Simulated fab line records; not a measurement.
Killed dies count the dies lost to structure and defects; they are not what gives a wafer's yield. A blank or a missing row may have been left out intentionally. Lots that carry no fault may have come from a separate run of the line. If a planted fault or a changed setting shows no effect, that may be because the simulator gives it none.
fab line records	flow n5_finfet
record: lots: 10	wafers: 30	last_day: 18
route steps=1938 shown BEOL_M13@1709 BEOL_M14@1729 PASSIVATION@1936
lots that met no fault: from a run of the same line without faults
start_h: start of the lot's first displayed wafer, in hours after the record's first day	wait_h: hours from the lot's prior step to this one	" same as the row above	L1.1+2: a row that stands for several wafers	- no value, or no start was given	* or withheld: withheld	< > ~ a bound
route shown NAME@n: NAME is a module with steps in the file, n the number in the route of the first one	usual: mean/standard deviation taken from wafers without a fault	same: alike in all rows	chamber/n: place in a boat	sites: readings site by site	_std_site: their standard deviation	_edge_site: the outer-site mean with the inner-site mean subtracted	radius_mm: how far each site lies from the wafer's centre	mask NAME#n: copy n	behind: tool/chamber where the wafer was last shaped	hold: cause of the lot's hold/its duration in hours/its outcome	device: transistor that didn't switch, given as n, p or np	end of line: at the end of the route, the tests of the same wafers	step lacking rows: just its recipe	killed: at the first sort, the dies lost to defects and structure; wafer yield is something else	map: the dies of a wafer, with x for killed, . for not killed, _ for no die there
set.NAME: the setting the step ran with; set.NAME@STEP: the setting that earlier step ran with	model.NAME: the simulator's own value behind a step, which no gauge read
a sample of lots followed through the steps of the route, with each step as a table and each wafer as a row
services: a tool's chamber out of use, with start hour (start_h, from the record's first day; less than 0 if before it), hours out, and reason
== steps ==
step: N5_BEOL_M13_ANNEAL_48
recipe: temp_c: 225	time_s: 90	ambient: N2
usual: wafer_temp_C_max: 226.0/0.37
same: time_s: 90
lot.wafer	tool	chamber	start_h	wait_h	wafer_temp_C_max
L545.2	rtp_anneal-02	0	268.29	0.2	226.3
L545.5	"	0	"	"	225.9
L545.6	"	0	"	"	225.7
L547.1	rtp_anneal-01	0	284.87	0.1	227.2
L547.2	"	0	"	"	226.3
L547.5	"	0	"	"	226.2
L549.1	rtp_anneal-01	0	285.14	0.1	226.9
L549.4	"	0	"	"	227.1
L549.6	"	0	"	"	226.4
L552.2	rtp_anneal-02	0	294.81	0.4	226.2
L552.5	"	0	"	"	225.9
L552.6	"	0	"	"	226.0
L550.2	rtp_anneal-01	0	313.03	0.2	226.5
L550.3	"	0	"	"	226.2
L550.4	"	0	"	"	226.4
L554.1	rtp_anneal-01	0	317.25	0.1	226.1
L554.3	"	0	"	"	226.2
L554.4	"	0	"	"	226.9
L565.2	rtp_anneal-01	0	376.64	0.2	226.7
L565.4	"	0	"	"	226.2
L565.6	"	0	"	"	226.5
L567.2	rtp_anneal-02	0	394.51	0.6	225.9
L567.4	"	0	"	"	225.7
L567.6	"	0	"	"	226.2
L566.1	rtp_anneal-01	0	394.76	0.5	226.6
L566.4	"	0	"	"	226.1
L566.5	"	0	"	"	227.1
L568.4	rtp_anneal-02	0	399.64	0.2	225.8
L568.5	"	0	"	"	225.9
L568.6	"	0	"	"	225.9
step: N5_BEOL_M14_DESCUM_15
recipe: chemistry: O2	time_s: 7.9	source_power_w: 50	bias_power_w: 20	pressure_mtorr: 20	rf_frequency_hz: 2.712e+07	temp_c: 40	o2_flow_sccm: 225
usual: drypump_motor_current_A: 5.9/0.57	o2_flow_sccm: 225.0/0.7	oes_product_au: 0.80/0.09	rf_vpp_V: 243.7/1.4	showerhead_plenum_p_Torr: 2.13/0.083	throttle_valve_pct: 20.34/0.3
same: time_s: 7.9
lot.wafer	tool	chamber	start_h	wait_h	drypump_motor_current_A	o2_flow_sccm	oes_product_au	rf_hours_counter_h	rf_vpp_V	showerhead_plenum_p_Torr	throttle_valve_pct
L545.2	rie_diel-05	1	269.62	0.0	6.5	224.3	0.69	240	241.2	2.05	20.03
L545.5	"	3	"	"	6.2	224.7	0.95	-	245.7	2.25	20.27
L545.6	"	2	"	"	5.6	225.3	0.70	-	243.6	2.16	20.71
L547.1	rie_diel-02	2	286.23	0.0	5.7	226.1	0.77	122	242.8	2.09	20.40
L547.2	"	0	"	"	6.3	224.7	0.68	240	245.6	2.14	20.14
L547.5	"	1	"	"	6.5	224.6	0.86	-	246.2	2.20	20.01
L549.1	rie_diel-01	3	286.74	0.0	5.1	224.3	0.80	89	241.6	2.01	20.00
L549.4	"	1	"	"	6.1	225.6	0.79	131	244.3	2.20	20.54
L549.6	"	3	"	"	5.1	224.9	0.80	-	242.4	2.01	20.01
L552.2	rie_diel-01	1	296.40	0.3	6.2	225.3	0.78	135	245.9	2.20	20.54
L552.5	"	3	"	"	5.1	225.2	0.80	-	242.4	2.01	20.03
L552.6	"	2	"	"	4.9	226.0	0.68	-	242.0	1.98	20.51
L550.2	rie_diel-01	2	314.47	0.0	4.9	225.1	0.67	236	240.7	1.98	20.53
L550.3	"	3	"	"	5.1	226.1	0.79	99	242.8	2.01	20.03
L550.4	"	0	"	"	6.8	225.1	0.69	216	243.3	2.07	20.59
L554.1	rie_diel-05	2	318.70	0.0	5.6	226.0	0.67	239	243.0	2.15	20.74
L554.3	"	3	"	"	6.2	224.7	0.89	28	246.4	2.24	20.29
L554.4	"	3	"	"	6.2	223.7	0.89	-	246.1	2.24	20.26
L565.2	rie_diel-01	0	378.11	0.0	6.8	225.0	0.67	246	243.2	2.06	20.64
L565.4	"	3	"	"	5.1	224.8	0.77	-	240.9	2.00	20.07
L565.6	"	0	"	"	6.8	224.9	0.67	-	242.5	2.06	20.65
L567.2	rie_diel-02	1	396.09	0.1	6.5	225.1	0.81	97	245.3	2.19	20.06
L567.4	"	0	"	"	6.3	224.3	0.90	16	243.3	2.13	19.68
L567.6	"	3	"	"	6.0	223.7	0.83	-	245.1	2.21	20.68
L566.1	rie_diel-01	1	396.22	0.1	6.1	225.7	0.74	178	243.6	2.18	20.61
L566.4	"	3	"	"	5.1	224.2	0.76	-	242.1	2.00	20.09
L566.5	"	2	"	"	4.9	224.5	0.95	-	245.5	2.24	20.12
L568.4	rie_diel-05	2	400.92	0.0	5.5	224.3	0.94	-	244.2	2.14	20.35
L568.5	"	0	"	"	5.6	225.1	0.87	-	242.7	2.13	20.60
L568.6	"	3	"	"	6.2	224.8	0.86	-	245.5	2.23	20.31
step: N5_BEOL_M14_ETCH_59
recipe: chemistry: N2/H2	target: BARC	target_depth_a: 890	overetch_a: 267	time_s: 67.9	ion_energy_ev: 200	pressure_mtorr: 30	source_w: 840	bias_w: 150	n2_flow_sccm: 200	h2_flow_sccm: 200
usual: drypump_motor_current_A: 5.9/0.57	oes_product_au: 0.68/0.073	rf_vpp_V: 525.1/2.8	showerhead_plenum_p_Torr: 2.58/0.091	throttle_valve_pct: 17.80/0.26
same: time_s: 67.9
lot.wafer	tool	chamber	start_h	wait_h	drypump_motor_current_A	oes_product_au	rf_hours_counter_h	rf_vpp_V	showerhead_plenum_p_Torr	throttle_valve_pct
L545.2	rie_diel-05	1	269.65	0.0	6.5	0.59	240	523.5	2.52	17.65
L545.5	"	3	"	"	6.2	0.82	-	528.8	2.71	17.54
L545.6	"	2	"	"	5.6	0.60	-	526.3	2.62	18.19
L547.1	rie_diel-02	2	286.27	0.0	5.7	0.66	122	524.5	2.57	18.11
L547.2	"	0	"	"	6.2	0.59	240	525.1	2.60	17.65
L547.5	"	1	"	"	6.5	0.74	-	526.9	2.69	17.58
L549.1	rie_diel-01	3	286.77	0.0	5.1	0.68	89	520.6	2.47	17.61
L549.4	"	1	"	"	6.1	0.67	131	527.8	2.66	18.03
L549.6	"	3	"	"	5.1	0.68	-	520.3	2.47	17.61
L552.2	rie_diel-01	1	296.43	0.0	6.1	0.66	135	526.1	2.66	18.04
L552.5	"	3	"	"	5.1	0.68	-	522.2	2.47	17.61
L552.6	"	2	"	"	4.9	0.59	-	519.8	2.41	18.03
L550.2	rie_diel-01	2	314.51	0.0	4.9	0.59	236	520.3	2.41	18.04
L550.3	"	3	"	"	5.1	0.67	99	521.7	2.47	17.62
L550.4	"	0	"	"	6.8	0.61	216	523.5	2.50	17.93
L554.1	rie_diel-05	2	318.73	0.0	5.6	0.59	239	525.8	2.61	18.22
L554.3	"	3	"	"	6.2	0.77	28	528.1	2.70	17.59
L554.4	"	3	"	"	6.2	0.77	-	527.1	2.70	17.57
L565.2	rie_diel-01	0	378.15	0.0	6.8	0.59	246	521.8	2.49	17.96
L565.4	"	3	"	"	5.1	0.66	-	522.5	2.46	17.65
L565.6	"	0	"	"	6.8	0.59	-	521.7	2.49	17.97
L567.2	rie_diel-02	1	396.12	0.0	6.5	0.69	97	527.6	2.67	17.63
L567.4	"	0	"	"	6.3	0.77	16	526.4	2.59	17.17
L567.6	"	3	"	"	6.0	0.70	-	526.5	2.66	17.86
L566.1	rie_diel-01	1	396.26	0.0	6.2	0.63	178	526.7	2.64	18.10
L566.4	"	3	"	"	5.1	0.65	-	522.2	2.45	17.68
L566.5	"	2	"	"	4.9	0.80	-	529.0	2.72	17.59
L568.4	rie_diel-05	2	400.96	0.0	5.6	0.79	-	527.7	2.60	17.81
L568.5	"	0	"	"	5.6	0.74	-	526.0	2.56	17.84
L568.6	"	3	"	"	6.2	0.73	-	527.1	2.68	17.64
step: N5_BEOL_M14_STRIP_63
recipe: chemistry: O2	power_w: 600	temp_c: 60	pressure_mtorr: 30	rf_frequency_hz: 6e+07	bias_power_w: 0	overash_fraction: 0.3	o2_flow_sccm: 225
usual: drypump_motor_current_A: 5.9/0.57	o2_flow_sccm: 225.0/0.64	oes_product_au: 0.80/0.09	rf_vpp_V: 3.6/0.88	showerhead_plenum_p_Torr: 2.13/0.083	throttle_valve_pct: 16.58/0.27
lot.wafer	tool	chamber	start_h	wait_h	drypump_motor_current_A	o2_flow_sccm	oes_product_au	rf_hours_counter_h	rf_vpp_V	showerhead_plenum_p_Torr	throttle_valve_pct
L545.2	rie_diel-05	1	-	-	6.5	224.0	0.68	240	4.9	2.05	16.36
L545.5	"	3	"	"	6.2	226.7	0.96	-	3.7	2.26	16.42
L545.6	"	2	"	"	5.6	225.6	0.70	-	4.0	2.16	16.91
L547.1	rie_diel-02	2	-	-	5.6	225.0	0.77	122	4.1	2.10	16.65
L547.2	"	0	"	"	6.2	224.7	0.67	240	5.3	2.14	16.45
L547.5	"	1	"	"	6.5	224.9	0.87	-	1.8	2.21	16.31
L549.1	rie_diel-01	3	-	-	5.1	224.6	0.80	89	4.5	2.01	16.30
L549.4	"	1	"	"	6.2	225.1	0.78	131	3.8	2.20	16.74
L549.6	"	3	"	"	5.1	224.7	0.81	-	3.3	2.01	16.33
L552.2	rie_diel-01	1	-	-	6.2	225.2	0.78	135	3.2	2.20	16.73
L552.5	"	3	"	"	5.1	225.6	0.79	-	5.2	2.01	16.34
L552.6	"	2	"	"	4.9	225.0	0.69	-	3.8	1.99	16.77
L550.2	rie_diel-01	2	-	-	4.9	224.9	0.68	236	4.8	1.99	16.78
L550.3	"	3	"	"	5.1	225.6	0.77	99	4.4	2.01	16.34
L550.4	"	0	"	"	6.8	225.9	0.70	216	2.6	2.07	16.83
L554.1	rie_diel-05	2	-	-	5.6	225.2	0.68	239	3.5	2.15	16.95
L554.3	"	3	"	"	6.2	225.1	0.91	28	4.1	2.25	16.41
L554.4	"	3	"	"	6.3	225.4	0.90	-	4.4	2.25	16.40
L565.2	rie_diel-01	0	-	-	6.8	225.6	0.67	246	3.7	2.06	16.87
L565.4	"	3	"	"	5.1	224.0	0.75	-	3.8	2.00	16.42
L565.6	"	0	"	"	6.8	225.7	0.67	-	5.0	2.06	16.89
L567.2	rie_diel-02	1	-	-	6.5	224.5	0.82	97	2.9	2.19	16.35
L567.4	"	0	"	"	6.2	223.6	0.90	16	4.1	2.13	15.99
L567.6	"	3	"	"	6.0	226.2	0.82	-	3.5	2.22	16.89
L566.1	rie_diel-01	1	-	-	6.1	225.0	0.75	179	2.3	2.18	16.82
L566.4	"	3	"	"	5.1	225.7	0.76	-	2.8	2.00	16.39
L566.5	"	2	"	"	4.9	225.1	0.94	-	3.4	2.24	16.34
L568.4	rie_diel-05	2	-	-	5.6	224.6	0.92	-	1.9	2.14	16.54
L568.5	"	0	"	"	5.6	225.6	0.87	-	4.1	2.14	16.76
L568.6	"	3	"	"	6.3	225.0	0.85	-	2.8	2.24	16.47
step: N5_BEOL_M14_CD_MEAS_17
recipe: target_cd_nm: 250	polarity: opening
usual: cd_nm: 250.3/1.9
lot.wafer	tool	chamber	start_h	wait_h	cd_nm
L545.2	cd_sem-02	-	270.09	0.0	247.8
L545.5	"	-	"	"	248.2
L545.6	"	-	"	"	249.5
L547.1	cd_sem-03	-	286.67	0.0	252.6
L547.2	"	-	"	"	251.6
L547.5	"	-	"	"	249.2
L549.1	cd_sem-02	-	287.17	0.0	249.3
L549.4	"	-	"	"	247.0
L549.6	"	-	"	"	246.8
L552.2	cd_sem-01	-	297.10	0.0	248.3
L552.5	"	-	"	"	252.1
L552.6	"	-	"	"	248.0
L550.2	cd_sem-02	-	314.91	0.0	251.2
L550.3	"	-	"	"	251.1
L550.4	"	-	"	"	249.8
L554.1	cd_sem-02	-	319.13	0.0	251.1
L554.3	"	-	"	"	251.8
L554.4	"	-	"	"	250.7
L565.2	cd_sem-02	-	378.55	0.0	249.7
L565.4	"	-	"	"	258.4
L565.6	"	-	"	"	253.9
L567.2	cd_sem-02	-	396.52	0.0	247.9
L567.4	"	-	"	"	249.3
L567.6	"	-	"	"	247.6
L566.1	cd_sem-01	-	396.66	0.0	250.9
L566.4	"	-	"	"	258.0
L566.5	"	-	"	"	249.8
L568.4	cd_sem-01	-	401.34	0.0	251.0
L568.5	"	-	"	"	249.6
L568.6	"	-	"	"	250.3
step: N5_PASSIVATION_PROBE_49
usual: defect_limited_yield: 91.2/1.5	killed_at_M0_to_M3: 33/9.6	killed_at_M4_up: 14/5.6	killed_at_contacts: 14/5.5	killed_at_front_end: 40/13	killed_at_other: 4/3	killed_dies: 104/17	killed_open: 68/13	killed_short: 33/7.2	sort_bin_4_leakage: 0.00/0.014	sort_bin_5_function: 5.2/0.95	sort_bin_6_memory: 3.3/0.62	sort_bin_8_speed: 0.00/0.012	sort_n_pass: 1076/17	sort_yield_pct: 91.2/1.5
same: gross_dies: 1180	killed_at_back_side: 0
lot.wafer	tool	chamber	start_h	wait_h	defect_limited_yield[%]	killed_at_M0_to_M3	killed_at_M4_up	killed_at_contacts	killed_at_front_end	killed_at_other	killed_dies	killed_open	killed_short	sort_bin_4_leakage[%]	sort_bin_5_function[%]	sort_bin_6_memory[%]	sort_bin_8_speed[%]	sort_n_pass	sort_yield_pct[%]
L545.2	prober-02	-	293.71	0.1	92.9	32	17	15	19	1	84	54	26	0	4.6	2.5	0	1096	92.9
L545.5	prober-02	-	293.86	0.2	93.8	21	16	13	20	3	73	44	25	0	3.9	1.8	0	1107	93.8
L545.6	prober-02	-	293.91	0.3	91.3	38	20	14	22	9	103	73	27	0	5.5	3.0	0	1077	91.3
L549.1	prober-01	-	315.08	0.0	91.1	24	17	5	57	2	105	73	28	0	5.3	3.2	0	1075	91.1
L549.4	prober-01	-	315.23	0.2	88.8	40	17	16	57	2	132	87	41	0	7.6	3.2	0	1048	88.8
L549.6	prober-01	-	315.33	0.3	88.5	63	19	5	47	2	136	99	30	0	6.4	4.3	0	1044	88.5
L550.2	prober-01	-	337.64	0.1	92.2	18	16	24	32	2	92	66	25	0	4.9	2.7	0	1088	92.2
L550.3	prober-01	-	337.69	0.1	90.4	29	17	24	36	7	113	72	38	0	5.3	3.6	0	1067	90.4
L550.4	prober-01	-	337.74	0.2	89.3	33	11	25	44	13	126	82	42	0	6.2	4.1	0	1054	89.3
killed by level:class
L545.2 MOL_CONTACT_COAG:geometric_particle:open=12 BEOL_M1:geometric_particle:open=8 BEOL_M0_SAQP:geometric_particle:short=7 BEOL_M3:geometric_particle:open=7 BEOL_M4:geometric_particle:open=7 FIN_SAQP:geometric_particle:short=4 STI_FIN_REVEAL:geometric_particle:open=3 MOL_CONTACT_COAG:geometric_particle:short=3
L545.5 MOL_CONTACT_COAG:geometric_particle:open=11 BEOL_M0_SAQP:geometric_particle:open=5 BEOL_M2:geometric_particle:open=5 FIN_SAQP:geometric_particle:open=4 GATE_CUT:geometric_particle:short=4 BEOL_M5:geometric_particle:open=4 BEOL_M3:geometric_particle:open=3 BEOL_M5:geometric_particle:short=3
L545.6 MOL_CONTACT_COAG:geometric_particle:open=14 BEOL_M0_SAQP:geometric_particle:open=12 GATE_CUT:geometric_particle:open=10 BEOL_M5:geometric_particle:open=8 GATE_CUT:geometric_particle:short=5 BEOL_M2:geometric_particle:open=5 BEOL_M4:geometric_particle:open=4 BEOL_M0_SAQP:geometric_particle:short=4
L549.1 STI_FIN_REVEAL:geometric_particle:open=16 BEOL_M4:geometric_particle:open=10 DUMMY_GATE:geometric_particle:open=8 FIN_SAQP:geometric_particle:open=7 BEOL_M0_SAQP:geometric_particle:open=6 STARTING-WAFER:geometric_particle:open=6 STI_FIN_REVEAL:geometric_particle:short=5 BEOL_M1:geometric_particle:open=5
L549.4 FIN_SAQP:geometric_particle:open=17 BEOL_M2:geometric_particle:open=15 FIN_SAQP:geometric_particle:short=12 MOL_CONTACT_COAG:geometric_particle:open=11 STI_FIN_REVEAL:geometric_particle:open=9 BEOL_M0_SAQP:geometric_particle:short=9 BEOL_M4:geometric_particle:open=7 BEOL_M0_SAQP:geometric_particle:open=6
L549.6 STI_FIN_REVEAL:geometric_particle:open=17 BEOL_M1:geometric_particle:open=16 FIN_SAQP:geometric_particle:open=11 BEOL_M0_SAQP:geometric_particle:short=11 BEOL_M0_SAQP:geometric_particle:open=11 BEOL_M4:geometric_particle:open=10 BEOL_M2:geometric_particle:open=10 BEOL_M3:geometric_particle:open=6
L550.2 MOL_CONTACT_COAG:geometric_particle:open=19 STI_FIN_REVEAL:geometric_particle:open=13 FIN_SAQP:geometric_particle:open=7 BEOL_M4:geometric_particle:open=7 MOL_CONTACT_COAG:geometric_particle:short=5 BEOL_M5:geometric_particle:open=5 GATE_CUT:geometric_particle:short=3 BEOL_M0_SAQP:geometric_particle:short=3
L550.3 MOL_CONTACT_COAG:geometric_particle:open=19 FIN_SAQP:geometric_particle:open=9 FIN_SAQP:geometric_particle:short=7 BEOL_M0_SAQP:geometric_particle:short=6 BEOL_M3:geometric_particle:open=6 DUMMY_GATE:geometric_particle:open=5 MOL_CONTACT_COAG:geometric_particle:short=5 BEOL_M0_SAQP:geometric_particle:open=5
L550.4 MOL_CONTACT_COAG:geometric_particle:open=20 STI_FIN_REVEAL:geometric_particle:open=16 BEOL_M0_SAQP:geometric_particle:open=10 FIN_SAQP:geometric_particle:open=5 FIN_SAQP:geometric_particle:short=5 MOL_CONTACT_COAG:geometric_particle:short=5 BEOL_M1:geometric_particle:short=5 BEOL_M3:geometric_particle:open=5
== services ==
tool	chamber	start_h	hours	kind
rie_diel-05	2	248.35	14.3	repair
rie_diel-01	2	252.54	8.2	repair
rie_diel-05	1	297.02	-	clean
rie_diel-05	1	297.02	-	consumable_replace:focus_ring
rie_diel-05	1	297.02	22.1	scheduled_down
rie_diel-05	1	297.02	22.1	vent_cycle
rie_diel-02	2	306.72	4.8	repair
rie_diel-02	3	317.48	4.5	repair
rie_diel-02	3	329.20	11.3	repair
rie_diel-02	2	332.84	7.0	repair
rtp_anneal-01	-	340.42	3.1	pm
rie_diel-01	3	344.13	12.7	repair
rtp_anneal-02	-	347.67	0.8	pm
rie_diel-01	2	357.00	-	clean
rie_diel-01	2	357.00	-	consumable_replace:focus_ring
rie_diel-01	2	357.00	-	consumable_replace:showerhead
rie_diel-01	2	357.00	21.3	scheduled_down
rie_diel-01	2	357.00	21.3	vent_cycle
rie_diel-02	0	379.82	4.5	repair
rie_diel-05	1	389.81	22.9	repair
rie_diel-01	0	390.12	-	clean
rie_diel-01	0	390.12	-	consumable_replace:focus_ring
rie_diel-01	0	390.12	27.8	scheduled_down
rie_diel-01	0	390.12	27.8	vent_cycle
== key ==
first_sign: step: N5_BEOL_M14_CD_MEAS_17	reading: cd_nm	direction: up	sigmas: 3.4	usual: 250.3	struck: 256.8
effect none on later readings
met_at N5_BEOL_M14_ETCH_59
struck_lots L565,L566
struck_wafers L565.4,L565.6,L566.4
not_acting_at N5_BEOL_M13_ANNEAL_48,N5_BEOL_M14_DESCUM_15,N5_BEOL_M14_STRIP_63
onset_between 314.51 378.15
fault: kind: process_parameter_drift	tool: rie_diel-01	chamber: -	onset_h: 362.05	steps: N5_BEOL_M14_ETCH_59	channel: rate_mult	offset: 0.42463	shape: step	end_h: 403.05	scope: struck_wafers_only
